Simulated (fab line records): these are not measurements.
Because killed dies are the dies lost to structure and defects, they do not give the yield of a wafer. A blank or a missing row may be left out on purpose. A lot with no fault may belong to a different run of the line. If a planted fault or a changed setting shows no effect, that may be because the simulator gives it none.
fab line records	flow n5_finfet
[record] lots = 24	wafers = 72	last_day = 19
route steps=1938 shown BEOL_M8@1395 BEOL_M9@1403
lots that met no fault: taken from a fault-free run of the same line
start_h: hours from the record's first day to the start of the lot's first wafer shown	wait_h: how many hours have passed since the lot's step before this one	" the same as in the row above	L1.1+2: a row that stands for several wafers	- no value, or no start given	* or withheld: withheld	< > ~ a bound
route shown NAME@n: NAME is a module with steps in the file, n the number in the route of the first one	usual: mean/standard deviation of fault-free wafers	same: alike in all rows	chamber/n: place in a boat	sites: the reading at each site	_std_site: standard deviation across them	_edge_site: the outer-site mean with the inner-site mean subtracted	radius_mm: for every site, how far away it sits from the centre of the wafer	mask NAME#n: copy n	behind: the most recent tool/chamber to have shaped the wafer	hold: why the lot went on hold/how many hours it stayed there/how the hold came to an end	device: the transistor (n, p or np) that didn't switch	end of line: the route-end tests of the same wafers	where a step has no rows: the recipe by itself	killed: the dies lost at the first sort to structure and to defects; this is not the yield of the wafer	map: the dies of a wafer, with x for killed, . for not killed, _ for no die there
set.NAME: the setting the step ran with; set.NAME@STEP: the setting that earlier step ran with	model.NAME: the simulator's own value behind a step, which no gauge read
route steps across a sampled set of lots; one table per step, one row per wafer
services: from which hour (start_h, from the record's first day; less than 0 if before it) a tool's chamber was out of use, for how many hours, and why
[[steps]]
[step N5_BEOL_M8_CMP_52]
[recipe] stop_on = SiCOH_lowk	t_overpolish_s = 6.9	down_force_psi = 1	platen_rpm = 50	clearing_platen_down_force_psi = 1.5	clearing_platen_rpm = 50	post_cmp_clean = cu_alkaline	target_thk_nm = 80	clearing_platen_pad_velocity_m_s = 0.99484	pad_velocity_m_s = 0.99484
[usual] barrier_field_endpoint_s = 29.0/0.6	motor_current_A = 6.0/0.46	overpolish_run_s = 6.899/0.0091	slurry_flow_ml_min = 150.0/0.48	time_to_endpoint_s = 63.8/2.4
lot.wafer	tool	chamber	start_h	wait_h	barrier_field_endpoint_s	motor_current_A	overpolish_run_s	slurry_flow_ml_min	time_to_endpoint_s
L074.2	cmp-04	3	232.74	0.2	28.7	6.9	6.895	150.0	62.6
L074.3	"	0	"	"	29.9	6.3	6.916	149.8	66.6
L074.5	"	2	"	"	29.0	5.3	6.894	150.2	62.0
L075.2	cmp-03	1	240.80	0.2	29.0	5.6	6.903	150.0	65.7
L075.4	"	3	"	"	30.5	6.0	6.890	150.2	66.9
L075.6	"	0	"	"	30.1	5.8	6.888	149.7	68.7
L077.4	cmp-03	2	247.06	0.1	29.3	6.9	6.895	150.1	66.9
L077.2	"	3	"	"	29.9	5.6	6.892	150.0	67.5
L077.6	"	3	"	"	29.3	5.8	6.886	150.0	67.7
L078.2	cmp-02	3	262.82	0.2	28.3	6.4	6.894	149.5	62.8
L078.3	"	0	"	"	27.8	5.8	6.903	149.9	59.8
L078.5	"	2	"	"	28.8	5.9	6.895	150.2	60.1
L076.1	cmp-04	2	263.78	0.5	29.2	5.2	6.895	150.1	62.5
L076.2	"	3	"	"	28.2	6.9	6.887	150.4	62.5
L076.5	"	3	"	"	29.1	6.6	6.889	150.4	64.4
L079.2	cmp-03	2	264.32	0.2	29.1	6.7	6.910	150.6	61.0
L079.4	"	0	"	"	29.7	5.8	6.903	150.5	60.3
L079.1	"	1	"	"	29.0	5.5	6.911	150.0	61.9
L080.3	cmp-04	3	269.13	0.2	28.3	6.7	6.915	150.1	64.3
L080.6	"	1	"	"	29.6	6.2	6.905	149.8	65.3
L080.5	"	2	"	"	29.3	5.1	6.907	149.5	64.8
L081.2	cmp-02	2	277.12	0.3	28.8	6.0	6.910	149.9	62.8
L081.3	"	3	"	"	28.7	6.0	6.902	149.3	63.7
L081.5	"	1	"	"	29.8	5.7	6.904	150.4	66.9
L082.3	cmp-04	1	290.13	0.2	29.0	6.3	6.899	150.1	67.1
L082.4	"	2	"	"	30.2	5.2	6.896	151.0	64.9
L082.1	"	3	"	"	29.3	6.6	6.901	150.6	68.4
L083.1	cmp-02	1	292.09	0.3	29.4	5.8	6.887	150.4	61.3
L083.3	"	0	"	"	28.3	6.1	6.913	149.7	57.9
L083.5	"	1	"	"	29.6	6.0	6.883	149.9	61.3
L084.4	cmp-02	3	298.33	0.1	29.2	6.4	6.904	149.8	63.2
L084.2	"	0	"	"	28.8	6.4	6.900	149.2	62.3
L084.6	"	0	"	"	29.9	6.3	6.895	150.2	62.9
L086.1	cmp-04	0	298.95	0.3	28.1	6.2	6.899	149.9	66.8
L086.3	"	1	"	"	28.0	6.4	6.890	149.5	65.0
L086.4	"	2	"	"	30.2	5.4	6.890	150.6	67.8
L085.1	cmp-02	3	311.35	0.3	28.2	6.1	6.891	149.6	62.6
L085.4	"	0	"	"	28.2	5.8	6.889	150.2	61.5
L085.5	"	3	"	"	28.9	5.9	6.906	150.5	64.1
L087.2	cmp-02	0	313.69	0.3	29.3	6.2	6.922	149.9	62.9
L087.1	"	1	"	"	28.8	5.6	6.904	149.9	66.0
L087.5	"	2	"	"	29.8	5.9	6.908	150.0	64.8
L088.3	cmp-04	0	319.71	0.2	29.2	6.7	6.894	149.6	63.1
L088.2	"	2	"	"	28.7	5.3	6.905	150.0	63.6
L088.5	"	0	"	"	28.7	6.6	6.894	148.2	61.4
L089.4	cmp-04	3	321.61	0.2	29.1	6.2	6.906	150.7	64.0
L089.3	"	0	"	"	28.5	6.7	6.900	150.0	65.7
L089.2	"	1	"	"	27.8	6.2	6.915	149.8	65.8
L090.3	cmp-04	1	332.68	0.2	29.2	6.5	6.896	149.9	65.8
L090.1	"	3	"	"	28.0	6.8	6.904	150.1	64.0
L090.6	"	1	"	"	28.8	6.0	6.901	150.1	63.5
L091.2	cmp-02	2	342.15	0.2	28.2	6.2	6.912	150.3	62.2
L091.5	"	1	"	"	28.9	5.8	6.895	150.7	66.2
L091.6	"	2	"	"	29.6	6.0	6.914	149.5	64.2
L092.1	cmp-03	3	342.72	0.3	29.6	5.5	6.910	150.7	64.9
L092.6	"	3	"	"	29.1	5.7	6.892	151.1	65.0
L092.5	"	0	"	"	29.5	5.9	6.904	150.1	61.2
L093.2	cmp-02	3	347.25	0.3	28.8	6.1	6.913	150.0	64.6
L093.4	"	1	"	"	29.8	6.0	6.907	149.9	66.1
L093.6	"	2	"	"	29.5	5.9	6.890	150.5	60.6
L094.2	cmp-02	0	348.61	0.3	28.3	5.8	6.901	149.7	60.5
L094.5	"	1	"	"	29.0	5.8	6.885	150.7	63.0
L094.6	"	2	"	"	28.4	6.1	6.914	150.4	59.7
L095.2	cmp-03	2	357.79	0.4	28.1	6.5	6.893	150.2	61.4
L095.6	"	2	"	"	28.2	6.6	6.895	149.9	61.8
L095.5	"	3	"	"	28.5	5.8	6.907	149.6	62.8
L096.3	cmp-04	0	372.25	0.2	28.9	6.3	6.886	148.8	68.1
L096.4	"	1	"	"	29.3	6.0	6.894	149.9	64.9
L096.1	"	2	"	"	29.0	5.2	6.901	149.3	64.8
L097.3	cmp-02	2	383.14	0.2	28.9	5.9	6.887	149.4	61.4
L097.2	"	0	"	"	28.7	5.9	6.911	149.8	63.4
L097.5	"	3	"	"	28.6	6.1	6.881	150.4	65.3
[step N5_BEOL_M9_THK_MEAS_01]
[recipe] reads = SiCOH_lowk_of_BEOL_M9_ILD_DEP_00
[usual] M9_ILD_THK = 268/3.3
lot.wafer	tool	chamber	start_h	wait_h	M9_ILD_THK[nm]
L074.2	film_metro-02	-	233.78	0.4	270
L074.3	"	-	"	"	270
L074.5	"	-	"	"	272
L075.2	film_metro-02	-	241.84	0.4	263
L075.4	"	-	"	"	272
L075.6	"	-	"	"	271
L077.2	film_metro-01	-	248.14	0.4	263
L077.4	"	-	"	"	269
L077.6	"	-	"	"	265
L078.2	film_metro-02	-	264.52	0.7	273
L078.3	"	-	"	"	265
L078.5	"	-	"	"	271
L076.1	film_metro-01	-	265.34	0.8	265
L076.2	"	-	"	"	262
L076.5	"	-	"	"	270
L079.1	film_metro-01	-	265.90	0.8	264
L079.2	"	-	"	"	260
L079.4	"	-	"	"	266
L080.3	film_metro-02	-	270.62	0.5	265
L080.5	"	-	"	"	274
L080.6	"	-	"	"	269
L081.2	film_metro-02	-	279.55	0.7	269
L081.3	"	-	"	"	271
L081.5	"	-	"	"	274
L082.1	film_metro-02	-	291.94	0.8	265
L082.3	"	-	"	"	264
L082.4	"	-	"	"	271
L083.1	film_metro-01	-	293.65	0.8	264
L083.3	"	-	"	"	264
L083.5	"	-	"	"	270
L084.2	film_metro-02	-	299.44	0.4	267
L084.4	"	-	"	"	273
L084.6	"	-	"	"	270
L086.1	film_metro-01	-	300.09	0.4	268
L086.3	"	-	"	"	272
L086.4	"	-	"	"	271
L085.1	film_metro-01	-	312.88	0.8	266
L085.4	"	-	"	"	268
L085.5	"	-	"	"	271
L087.1	film_metro-02	-	314.69	0.4	271
L087.2	"	-	"	"	268
L087.5	"	-	"	"	270
L088.2	film_metro-02	-	320.76	0.4	266
L088.3	"	-	"	"	267
L088.5	"	-	"	"	270
L089.2	film_metro-01	-	322.65	0.4	267
L089.3	"	-	"	"	263
L089.4	"	-	"	"	271
L090.1	film_metro-01	-	334.21	0.8	267
L090.3	"	-	"	"	265
L090.6	"	-	"	"	271
L091.2	film_metro-02	-	343.68	0.7	262
L091.5	"	-	"	"	267
L091.6	"	-	"	"	271
L092.1	film_metro-02	-	343.80	0.4	265
L092.5	"	-	"	"	270
L092.6	"	-	"	"	269
L093.2	film_metro-02	-	348.56	0.4	265
L093.4	"	-	"	"	269
L093.6	"	-	"	"	272
L094.2	film_metro-01	-	349.77	0.4	268
L094.5	"	-	"	"	271
L094.6	"	-	"	"	274
L095.2	film_metro-02	-	359.95	0.7	265
L095.5	"	-	"	"	272
L095.6	"	-	"	"	267
L096.1	film_metro-02	-	373.77	0.8	266
L096.3	"	-	"	"	264
L096.4	"	-	"	"	268
L097.2	film_metro-01	-	384.22	0.4	266
L097.3	"	-	"	"	265
L097.5	"	-	"	"	270
[step N5_BEOL_M9_PECVD_70]
[recipe] material = SiO2	target_thk_a = 200	temp_c = 400	precursor = TEOS/O2	pressure_torr = 5.5	rf_w = 450	teos_flow_sccm = 53.8	gas = O2	flow_sccm = 3000	time_s = 22.7
[usual] heater_power_w = 745/130	rf_fwd_power_W = 445.7/2	showerhead_plenum_p_Torr = 8.81/0.061	throttle_valve_pct = 22.8/1
lot.wafer	tool	chamber	start_h	wait_h	heater_power_w	rf_fwd_power_W	showerhead_plenum_p_Torr	throttle_valve_pct
L074.2	pecvd-01	0	233.82	0.0	903	446.5	8.85	23.2
L074.3	"	2	"	"	1016	447.5	8.94	23.5
L074.5	"	2	"	"	1004	447.9	8.94	23.6
L075.2	pecvd-03	0	241.88	0.0	664	446.5	8.82	22.9
L075.4	"	2	"	"	764	446.2	8.76	22.2
L075.6	"	1	"	"	796	441.7	8.74	22.7
L077.2	pecvd-02	1	248.18	0.0	899	444.9	8.81	21.9
L077.4	"	1	"	"	897	444.7	8.81	21.8
L077.6	"	0	"	"	648	449.5	8.76	22.2
L078.2	pecvd-01	1	264.55	0.0	605	446.7	8.78	24.4
L078.3	"	2	"	"	986	445.5	8.94	23.7
L078.5	"	2	"	"	985	445.1	8.93	23.7
L076.1	pecvd-03	0	265.38	0.0	710	445.4	8.86	23.0
L076.2	"	1	"	"	758	442.3	8.73	23.1
L076.5	"	2	"	"	664	446.0	8.74	21.8
L079.1	pecvd-03	0	265.93	0.0	775	448.3	8.84	23.0
L079.2	"	2	"	"	763	445.7	8.75	22.2
L079.4	"	1	"	"	752	441.3	8.75	22.8
L080.3	pecvd-02	0	270.65	0.0	697	445.9	8.78	22.1
L080.5	"	2	"	"	660	444.6	8.80	21.3
L080.6	"	0	"	"	702	445.5	8.74	22.3
L081.2	pecvd-02	0	279.58	0.0	672	447.2	8.79	22.4
L081.3	"	2	"	"	627	447.1	8.79	21.4
L081.5	"	1	"	"	744	445.1	8.78	21.9
L082.1	pecvd-03	2	291.98	0.0	752	447.0	8.74	22.3
L082.3	"	0	"	"	698	444.2	8.85	23.1
L082.4	"	2	"	"	767	445.0	8.76	22.1
L083.1	pecvd-03	2	293.69	0.0	732	447.6	8.74	22.5
L083.3	"	1	"	"	644	442.5	8.73	23.1
L083.5	"	2	"	"	736	444.5	8.75	22.3
L084.2	pecvd-03	1	299.47	0.0	778	443.1	8.74	23.1
L084.4	"	2	"	"	742	445.1	8.74	22.2
L084.6	"	1	"	"	748	441.8	8.73	23.0
L086.1	pecvd-01	2	300.13	0.0	1037	448.2	8.95	24.1
L086.3	"	1	"	"	555	446.4	8.77	24.9
L086.4	"	2	"	"	1056	445.4	8.93	23.9
L085.1	pecvd-01	1	312.92	0.0	605	447.0	8.79	24.6
L085.4	"	1	"	"	624	446.8	8.76	24.7
L085.5	"	0	"	"	713	447.3	8.84	23.4
L087.1	pecvd-02	0	314.73	0.0	657	445.1	8.76	22.2
L087.2	"	2	"	"	622	444.5	8.78	21.4
L087.5	"	0	"	"	652	445.5	8.77	22.1
L088.2	pecvd-02	2	320.79	0.0	597	446.1	8.80	21.7
L088.3	"	0	"	"	743	447.5	8.77	22.3
L088.5	"	1	"	"	769	444.4	8.79	21.9
L089.2	pecvd-01	0	322.69	0.0	860	446.6	8.86	23.4
L089.3	"	1	"	"	547	446.1	8.78	24.7
L089.4	"	2	"	"	900	445.4	8.94	24.0
L090.1	pecvd-03	1	334.24	0.0	737	439.6	8.72	22.9
L090.3	"	0	"	"	720	446.8	8.83	23.2
L090.6	"	0	"	"	732	445.5	8.84	22.9
L091.2	pecvd-01	2	343.71	0.0	897	441.9	8.93	24.0
L091.5	"	0	"	"	811	446.5	8.86	23.0
L091.6	"	2	"	"	928	443.4	8.94	23.7
L092.1	pecvd-02	0	343.84	0.0	582	447.9	8.76	22.5
L092.5	"	0	"	"	599	447.1	8.77	22.4
L092.6	"	2	"	"	541	447.6	8.77	21.4
L093.2	pecvd-02	1	348.60	0.0	840	448.2	8.81	21.7
L093.4	"	0	"	"	711	447.1	8.76	22.2
L093.6	"	1	"	"	845	446.9	8.79	21.9
L094.2	pecvd-01	2	349.81	0.0	968	446.0	8.95	23.7
L094.5	"	0	"	"	871	445.7	8.86	23.1
L094.6	"	2	"	"	961	446.5	8.94	24.0
L095.2	pecvd-01	1	359.99	0.0	599	446.5	8.78	24.8
L095.5	"	1	"	"	587	446.3	8.74	24.7
L095.6	"	0	"	"	781	445.3	8.87	23.3
L096.1	pecvd-02	1	373.81	0.0	845	445.1	8.81	21.8
L096.3	"	0	"	"	726	448.4	8.76	22.6
L096.4	"	1	"	"	841	447.4	8.80	21.5
L097.2	pecvd-02	2	384.26	0.0	553	446.1	8.77	21.8
L097.3	"	0	"	"	624	445.9	8.76	22.1
L097.5	"	0	"	"	635	447.4	8.75	22.5
[step N5_BEOL_M9_CD_MEAS_28]
[recipe] target_cd_nm = 70	landing_energy_ev = 500	detector = se_inlens	polarity = opening
[usual] cd_nm = 70.00/0.24
lot.wafer	tool	chamber	start_h	wait_h	cd_nm
L074.2	cd_sem-03	0	239.47	-	69.96
L074.3	"	0	"	"	70.04
L074.5	"	0	"	"	70.00
L075.2	cd_sem-01	0	248.98	-	70.40
L075.4	"	0	"	"	70.14
L075.6	"	0	"	"	70.04
L077.2	cd_sem-02	0	252.22	-	70.25
L077.4	"	0	"	"	69.95
L077.6	"	0	"	"	69.84
L076.1	cd_sem-02	0	267.98	-	70.25
L076.2	"	0	"	"	70.14
L076.5	"	0	"	"	70.21
L078.2	cd_sem-01	0	268.02	-	70.05
L078.3	"	0	"	"	69.77
L078.5	"	0	"	"	69.90
L079.1	cd_sem-02	0	273.59	-	69.88
L079.2	"	0	"	"	69.87
L079.4	"	0	"	"	70.28
L080.3	cd_sem-01	0	275.58	-	70.16
L080.5	"	0	"	"	69.93
L080.6	"	0	"	"	70.35
L081.2	cd_sem-03	0	285.14	-	70.23
L081.3	"	0	"	"	70.17
L081.5	"	0	"	"	69.95
L082.1	cd_sem-03	0	295.19	-	69.93
L082.3	"	0	"	"	70.20
L082.4	"	0	"	"	69.62
L083.1	cd_sem-03	0	297.24	-	69.86
L083.3	"	0	"	"	69.99
L083.5	"	0	"	"	69.69
L084.2	cd_sem-02	0	305.46	-	70.03
L084.4	"	0	"	"	69.82
L084.6	"	0	"	"	70.15
L086.1	cd_sem-01	0	305.63	-	70.63
L086.3	"	0	"	"	70.41
L086.4	"	0	"	"	70.46
L085.1	cd_sem-01	0	316.01	-	69.77
L085.4	"	0	"	"	69.96
L085.5	"	0	"	"	70.03
L087.1	cd_sem-01	0	318.25	-	69.88
L087.2	"	0	"	"	69.85
L087.5	"	0	"	"	69.92
L088.2	cd_sem-03	0	324.51	-	69.56
L088.3	"	0	"	"	70.09
L088.5	"	0	"	"	69.85
L089.2	cd_sem-02	0	327.42	-	70.21
L089.3	"	0	"	"	69.59
L089.4	"	0	"	"	70.29
L090.1	cd_sem-02	0	337.46	-	70.22
L090.3	"	0	"	"	70.03
L090.6	"	0	"	"	70.03
L091.2	cd_sem-01	0	345.99	-	70.18
L091.5	"	0	"	"	70.28
L091.6	"	0	"	"	70.24
L092.1	cd_sem-01	0	346.65	-	70.40
L092.5	"	0	"	"	70.01
L092.6	"	0	"	"	70.06
L093.2	cd_sem-03	0	351.97	-	70.06
L093.4	"	0	"	"	69.57
L093.6	"	0	"	"	70.13
L094.2	cd_sem-02	0	352.69	-	69.87
L094.5	"	0	"	"	69.99
L094.6	"	0	"	"	70.52
L095.2	cd_sem-02	0	367.53	-	70.02
L095.5	"	0	"	"	70.04
L095.6	"	0	"	"	70.11
L096.1	cd_sem-01	0	378.82	-	69.87
L096.3	"	0	"	"	70.37
L096.4	"	0	"	"	69.86
L097.2	cd_sem-01	0	387.02	-	70.35
L097.3	"	0	"	"	70.11
L097.5	"	0	"	"	69.86
[step N5_BEOL_M9_DESCUM_33]
[recipe] chemistry = O2	time_s = 7	source_power_w = 50	bias_power_w = 20	pressure_mtorr = 20	rf_frequency_hz = 2.712e+07	temp_c = 40	resist = CAR-EUV	o2_flow_sccm = 225
[usual] drypump_motor_current_A = 5.7/0.66	o2_flow_sccm = 225.1/0.65	oes_product_au = 0.80/0.068	rf_fwd_power_W = 49.36/0.22	rf_vpp_V = 243.2/1.3	showerhead_plenum_p_Torr = 2.09/0.065	throttle_valve_pct = 20.40/0.18
lot.wafer	tool	chamber	start_h	wait_h	drypump_motor_current_A	o2_flow_sccm	oes_product_au	rf_fwd_power_W	rf_hours_counter_h	rf_vpp_V	showerhead_plenum_p_Torr	throttle_valve_pct
L074.2	rie_diel-06	3	239.67	0.1	5.1	224.3	0.70	49.79	220	241.3	1.98	20.81
L074.3	"	2	"	"	6.6	223.6	0.90	49.35	26	244.5	2.13	20.38
L074.5	"	3	"	"	5.1	225.4	0.70	49.65	-	241.1	1.98	20.82
L075.2	rie_diel-04	3	249.12	0.1	5.8	225.4	0.87	49.49	47	243.6	2.13	20.30
L075.4	"	1	"	"	6.0	224.2	0.75	49.42	165	244.7	2.17	20.51
L075.6	"	3	"	"	5.9	225.8	0.87	49.47	-	245.2	2.13	20.31
L077.2	rie_diel-06	1	252.34	0.0	4.9	225.2	0.71	49.37	223	243.3	2.07	20.55
L077.4	"	2	"	"	6.6	224.2	0.90	49.17	30	243.7	2.13	20.40
L077.6	"	0	"	"	6.2	225.4	0.87	49.37	-	242.1	2.13	20.20
L076.1	rie_diel-01	1	268.10	0.0	6.8	225.8	0.79	48.88	108	244.0	2.11	20.39
L076.2	"	0	"	"	5.4	225.1	0.81	49.55	98	243.1	2.11	20.30
L076.5	"	2	"	"	4.9	223.8	0.74	49.64	-	241.1	2.00	20.44
L078.2	rie_diel-06	0	268.14	0.0	6.2	225.3	0.86	49.22	53	245.4	2.13	20.23
L078.3	"	3	"	"	5.1	224.7	0.69	49.28	229	241.5	1.98	20.84
L078.5	"	0	"	"	6.3	226.0	0.86	49.13	-	243.8	2.13	20.22
L079.1	rie_diel-01	0	273.71	0.0	5.4	226.3	0.81	49.23	100	243.1	2.11	20.29
L079.2	"	1	"	"	6.8	223.3	0.79	49.22	110	244.1	2.11	20.38
L079.4	"	2	"	"	4.9	224.9	0.74	49.53	172	241.7	2.00	20.44
L080.3	rie_diel-01	3	275.70	0.0	5.4	225.5	0.87	48.85	30	240.6	2.05	20.07
L080.5	"	2	"	"	4.9	224.5	0.73	49.43	-	242.3	2.00	20.46
L080.6	"	3	"	"	5.4	225.9	0.87	49.02	-	243.2	2.05	20.09
L081.2	rie_diel-01	2	285.26	0.0	4.9	226.7	0.74	49.46	175	240.6	2.00	20.45
L081.3	"	0	"	"	5.4	224.7	0.81	49.14	104	242.2	2.11	20.29
L081.5	"	3	"	"	5.4	225.4	0.87	49.05	-	241.4	2.05	20.07
L082.1	rie_diel-01	1	295.31	0.0	6.8	225.4	0.77	49.16	116	241.5	2.11	20.40
L082.3	"	0	"	"	5.4	225.6	0.80	49.19	107	244.3	2.11	20.32
L082.4	"	3	"	"	5.4	225.3	0.86	49.16	36	241.1	2.05	20.10
L083.1	rie_diel-04	0	297.70	0.4	5.3	225.2	0.88	49.87	48	245.1	2.23	20.29
L083.3	"	1	"	"	5.9	224.8	0.74	49.21	180	243.5	2.17	20.52
L083.5	"	0	"	"	5.4	225.7	0.88	49.44	-	245.0	2.23	20.27
L084.2	rie_diel-06	2	305.59	0.0	6.6	224.5	0.88	49.40	44	245.1	2.12	20.43
L084.4	"	3	"	"	5.1	224.7	0.69	49.84	240	243.0	1.98	20.85
L084.6	"	0	"	"	6.3	224.9	0.85	49.20	-	242.7	2.12	20.22
L086.1	rie_diel-04	0	305.81	0.1	5.3	225.2	0.88	49.52	51	246.0	2.23	20.27
L086.3	"	3	"	"	5.9	224.7	0.85	49.37	63	245.7	2.13	20.34
L086.4	"	2	"	"	6.2	224.0	0.74	49.47	166	241.8	2.02	20.69
L085.1	rie_diel-01	0	316.48	0.4	5.5	223.9	0.80	49.68	113	244.4	2.11	20.32
L085.4	"	1	"	"	6.7	225.5	0.76	49.20	123	243.5	2.11	20.42
L085.5	"	3	"	"	5.4	225.4	0.84	49.29	-	240.7	2.04	20.11
L087.1	rie_diel-01	1	318.37	0.0	6.7	225.9	0.78	48.94	124	242.7	2.11	20.41
L087.2	"	0	"	"	5.4	225.1	0.80	49.62	114	242.8	2.11	20.32
L087.5	"	2	"	"	4.9	224.9	0.72	49.65	-	242.2	1.99	20.45
L088.2	rie_diel-01	2	324.77	0.2	4.9	224.8	0.72	49.50	188	241.7	1.99	20.45
L088.3	"	1	"	"	6.7	225.2	0.77	49.21	126	243.7	2.11	20.42
L088.5	"	1	"	"	6.7	225.5	0.77	49.39	-	242.3	2.11	20.41
L089.2	rie_diel-06	1	327.54	0.0	4.9	225.6	0.70	49.36	242	241.5	2.07	20.57
L089.3	"	2	"	"	6.6	225.3	0.86	49.14	51	244.2	2.12	20.44
L089.4	"	3	"	"	5.1	226.2	0.68	49.81	248	241.0	1.97	20.85
L090.1	rie_diel-01	3	337.63	0.1	5.4	225.6	0.84	49.08	49	242.3	2.04	20.11
L090.3	"	0	"	"	5.4	223.5	0.79	49.50	119	243.1	2.11	20.33
L090.6	"	2	"	"	4.9	224.9	0.72	49.41	-	242.1	1.99	20.47
L091.2	rie_diel-06	2	346.34	0.3	6.6	224.2	0.85	49.39	59	243.5	2.12	20.44
L091.5	"	2	"	"	6.6	225.8	0.85	49.47	-	243.0	2.12	20.44
L091.6	"	0	"	"	6.2	225.5	0.83	49.29	-	243.9	2.12	20.25
L092.1	rie_diel-06	1	347.10	0.4	4.9	224.4	0.70	49.18	250	242.6	2.07	20.60
L092.5	"	2	"	"	6.6	225.4	0.85	49.53	-	242.6	2.12	20.45
L092.6	"	1	"	"	4.9	224.2	0.70	49.32	-	243.2	2.07	20.60
L093.2	rie_diel-06	1	352.09	0.0	5.0	224.8	0.70	49.37	252	243.1	2.06	20.61
L093.4	"	2	"	"	6.6	226.3	0.85	49.42	-	243.5	2.12	20.45
L093.6	"	1	"	"	4.9	224.6	0.70	49.18	-	241.3	2.06	20.60
L094.2	rie_diel-06	1	352.84	0.0	4.9	225.6	0.70	49.43	253	243.9	2.06	20.60
L094.5	"	0	"	"	6.2	225.6	0.83	49.39	-	242.6	2.12	20.25
L094.6	"	2	"	"	6.6	224.8	0.85	49.46	-	243.4	2.12	20.45
L095.2	rie_diel-04	2	367.72	0.1	6.2	225.5	0.73	49.52	185	243.5	2.01	20.73
L095.5	"	1	"	"	5.9	224.7	0.72	49.40	-	244.5	2.16	20.55
L095.6	"	0	"	"	5.3	225.6	0.86	49.70	-	244.7	2.22	20.31
L096.1	rie_diel-06	1	379.21	0.0	5.0	224.3	0.98	49.16	2	242.4	2.06	20.21
L096.3	"	3	"	"	5.1	225.8	0.95	49.51	9	245.7	2.23	20.50
L096.4	"	0	"	"	6.2	224.5	0.82	49.21	92	243.7	2.11	20.27
L097.2	rie_diel-04	1	387.15	0.0	5.9	225.9	0.71	49.13	207	244.2	2.16	20.57
L097.3	"	2	"	"	6.2	223.7	0.71	49.46	191	242.2	2.01	20.71
L097.5	"	3	"	"	5.9	224.1	0.82	49.39	-	243.1	2.12	20.37
[step N5_BEOL_M9_ALD_74]
[recipe] material = TaN	target_thk_a = 20	temp_c = 275	ald_precursor_family = PDMAT	ald_co_reactant = NH3	pressure_torr = 3	carrier_flow_sccm = 1500	pulse_time_s = 2	purge_time_s = 3	co_reactant_purge_time_s = 2	co_reactant_pulse_time_s = 3	ald_cycles = 40	precursor_vessel_temp_c = 75	precursor_vessel_pressure_torr = 26.25	precursor_vessel_carrier_sccm = 1000
[usual] heater_power_w = 430/54	precursor_vessel_pressure_torr = 26.25/0.046
[same] pulse_time_s = 2
lot.wafer	tool	chamber	start_h	wait_h	heater_power_w	precursor_vessel_pressure_torr
L074.2	ald_metal-03	1	241.05	0.0	515	26.21
L074.3	"	0	"	"	453	26.15
L074.5	"	3	"	"	394	26.25
L075.2	ald_metal-01	2	250.82	0.0	426	26.26
L075.4	"	0	"	"	434	26.22
L075.6	"	3	"	"	338	26.24
L077.2	ald_metal-04	1	253.64	0.1	458	26.25
L077.4	"	0	"	"	432	26.24
L077.6	"	2	"	"	379	26.21
L076.1	ald_metal-04	3	269.56	0.1	522	26.25
L076.2	"	0	"	"	441	26.23
L076.5	"	2	"	"	373	26.23
L078.2	ald_metal-03	0	269.63	0.1	436	26.24
L078.3	"	3	"	"	398	26.31
L078.5	"	2	"	"	502	26.29
L079.1	ald_metal-04	1	275.14	0.0	454	26.27
L079.2	"	3	"	"	503	26.25
L079.4	"	0	"	"	426	26.22
L080.3	ald_metal-01	0	277.18	0.0	435	26.22
L080.5	"	1	"	"	364	26.23
L080.6	"	2	"	"	436	26.34
L081.2	ald_metal-04	1	286.65	0.0	454	26.21
L081.3	"	0	"	"	431	26.20
L081.5	"	3	"	"	515	26.19
L082.1	ald_metal-04	2	296.54	0.1	381	26.22
L082.3	"	3	"	"	528	26.32
L082.4	"	0	"	"	442	26.32
L083.1	ald_metal-03	3	300.93	0.1	398	26.31
L083.3	"	0	"	"	427	26.26
L083.5	"	3	"	"	401	26.23
L084.2	ald_metal-04	0	307.07	0.1	425	26.14
L084.4	"	3	"	"	514	26.20
L084.6	"	2	"	"	389	26.20
L086.1	ald_metal-01	1	307.25	0.1	371	26.32
L086.3	"	0	"	"	427	26.27
L086.4	"	3	"	"	350	26.23
L085.1	ald_metal-03	1	317.60	0.0	505	26.30
L085.4	"	2	"	"	498	26.32
L085.5	"	1	"	"	511	26.31
L087.1	ald_metal-03	1	319.99	0.1	512	26.24
L087.2	"	0	"	"	457	26.21
L087.5	"	3	"	"	388	26.17
L088.2	ald_metal-01	3	326.20	0.0	336	26.28
L088.3	"	0	"	"	439	26.30
L088.5	"	2	"	"	421	26.33
L089.2	ald_metal-04	0	328.89	0.0	435	26.20
L089.3	"	2	"	"	390	26.34
L089.4	"	3	"	"	503	26.30
L090.1	ald_metal-01	0	338.85	0.1	437	26.25
L090.3	"	3	"	"	341	26.18
L090.6	"	3	"	"	340	26.28
L091.2	ald_metal-04	3	347.66	0.0	507	26.24
L091.5	"	1	"	"	445	26.16
L091.6	"	2	"	"	373	26.22
L092.1	ald_metal-01	3	348.17	0.0	349	26.20
L092.5	"	1	"	"	365	26.21
L092.6	"	0	"	"	434	26.31
L093.2	ald_metal-04	1	355.52	0.0	461	26.29
L093.4	"	0	"	"	444	26.25
L093.6	"	3	"	"	520	26.27
L094.2	ald_metal-03	0	355.86	0.0	412	26.20
L094.5	"	2	"	"	474	26.33
L094.6	"	1	"	"	486	26.25
L095.2	ald_metal-01	3	369.18	0.2	337	26.31
L095.5	"	0	"	"	426	26.21
L095.6	"	3	"	"	342	26.25
L096.1	ald_metal-01	0	380.38	0.1	434	26.28
L096.3	"	2	"	"	422	26.23
L096.4	"	3	"	"	338	26.23
L097.2	ald_metal-03	0	389.95	0.1	417	26.22
L097.3	"	1	"	"	483	26.23
L097.5	"	0	"	"	416	26.32
[[services]]
tool	chamber	start_h	hours	kind
rie_diel-06	-	213.84	2.8	pm
pecvd-03	-	214.46	1.7	repair
cmp-02	-	216.19	1.5	repair
pecvd-01	0	227.89	4.0	repair
cmp-02	-	238.51	0.8	repair
rie_diel-01	2	247.70	9.1	repair
cmp-04	-	257.06	1.3	repair
rie_diel-01	3	261.33	9.2	repair
pecvd-01	-	274.98	0.7	repair
cmp-02	-	283.74	4.0	pm
ald_metal-04	0	293.29	1.6	repair
pecvd-02	-	307.15	0.7	repair
rie_diel-01	-	326.60	0.4	repair
rie_diel-06	3	333.41	3.6	repair
ald_metal-04	-	335.82	6.0	pm
rie_diel-01	-	344.99	2.8	pm
pecvd-02	1	356.11	8.4	repair
cmp-04	-	365.41	1.9	repair
pecvd-01	-	365.75	2.3	repair
cmp-04	-	368.28	0.4	repair
rie_diel-01	1	375.05	1.9	repair
ald_metal-04	-	376.18	28.1	pm
ald_metal-01	-	387.05	14.6	pm
rie_diel-06	3	387.37	2.9	repair
[[key]]
fault none
